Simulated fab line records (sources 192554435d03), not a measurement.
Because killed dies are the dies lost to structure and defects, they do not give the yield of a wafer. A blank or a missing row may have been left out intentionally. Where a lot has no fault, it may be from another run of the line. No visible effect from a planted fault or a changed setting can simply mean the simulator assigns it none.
A single fault, viewed from 2 desks + flow n5 finfet + what lay behind the numbers comes last; until then each desk has only its own

== AT THE TOOL OWNER'S DESK: rie metal-01 ==
The tool's own readings at N5_GATE_CUT_CUT_ETCH_55 (etches HfO2 in BCl3, target depth 3.2 nm): means of the sampled wafers that have a number, for each lot that ran on this tool. The brackets show how far a lot's mean lies from the usual mean; more than 4 standard deviations puts the lot out of limits, marked OUT.
Columns: A = drypump motor current A at N5_GATE_CUT_CUT_ETCH_55, usual 6.2 A; B = oes product au at N5_GATE_CUT_CUT_ETCH_55, usual 0.77 a.u.; C = throttle valve pct at N5_GATE_CUT_CUT_ETCH_55, usual 33.0 %
| lot  | first seen here | A   | B    | C    |
|------|-----------------|-----|------|------|
| L407 | day 6 09:23     | 6.7 | 0.63 | 33.9 |
| L413 | day 7 22:13     | 6.5 | 0.78 | 33.5 |
| L416 | day 8 18:38     | 6.5 | 0.83 | 33.5 |
This desk's verdict: no lot among the 3 shows anything out of limits.

== METROLOGY DESK ==
What the gauges read, lot by lot, whatever tool the lot ran on: means of the sampled wafers that have a number. The brackets show how far a lot's mean lies from the usual mean; more than 4 standard deviations puts the lot out of limits, marked OUT. Shown here are 7 of its 10 readings, the ones lying furthest out on some lot.
Columns: A = DIBL_N at N5_BEOL_M4_RC_MEAS_101, usual 36.1 mV/V; B = DIBL_P at N5_BEOL_M4_RC_MEAS_101, usual 36 mV/V; C = IOFF_N at N5_BEOL_M4_RC_MEAS_101, usual 0.16 nA/um; D = ION_N at N5_BEOL_M4_RC_MEAS_101, usual 674 uA/um; E = ION_P at N5_BEOL_M4_RC_MEAS_101, usual 462 uA/um; F = VT_N at N5_BEOL_M4_RC_MEAS_101, usual 249 mV; G = VT_P at N5_BEOL_M4_RC_MEAS_101, usual -250 mV
| lot  | first seen here | A    | B  | C    | D   | E   | F   | G    |
|------|-----------------|------|----|------|-----|-----|-----|------|
| L407 | day 12 22:33    | 36.6 | 36 | 0.15 | 669 | 457 | 251 | -254 |
| L408 | day 14 01:27    | 32.4 | 32 | 0.11 | 651 | 453 | 256 | -252 |
| L413 | day 15 11:40    | 35.8 | 34 | 0.13 | 653 | 453 | 254 | -253 |
| L416 | day 15 18:53    | 36.6 | 38 | 0.17 | 671 | 457 | 248 | -254 |
| L420 | day 17 05:08    | 35.9 | 38 | 0.19 | 679 | 469 | 246 | -246 |
| L422 | day 17 09:47    | 37.7 | 39 | 0.19 | 681 | 464 | 249 | -249 |
This desk's verdict: no lot among the 6 shows anything out of limits.

== PUT TOGETHER ==
The desk of the tool owner found nothing out of limits.
The metrology desk saw nothing out of limits.

== WHAT THE SIMULATOR HAD PUT IN ==
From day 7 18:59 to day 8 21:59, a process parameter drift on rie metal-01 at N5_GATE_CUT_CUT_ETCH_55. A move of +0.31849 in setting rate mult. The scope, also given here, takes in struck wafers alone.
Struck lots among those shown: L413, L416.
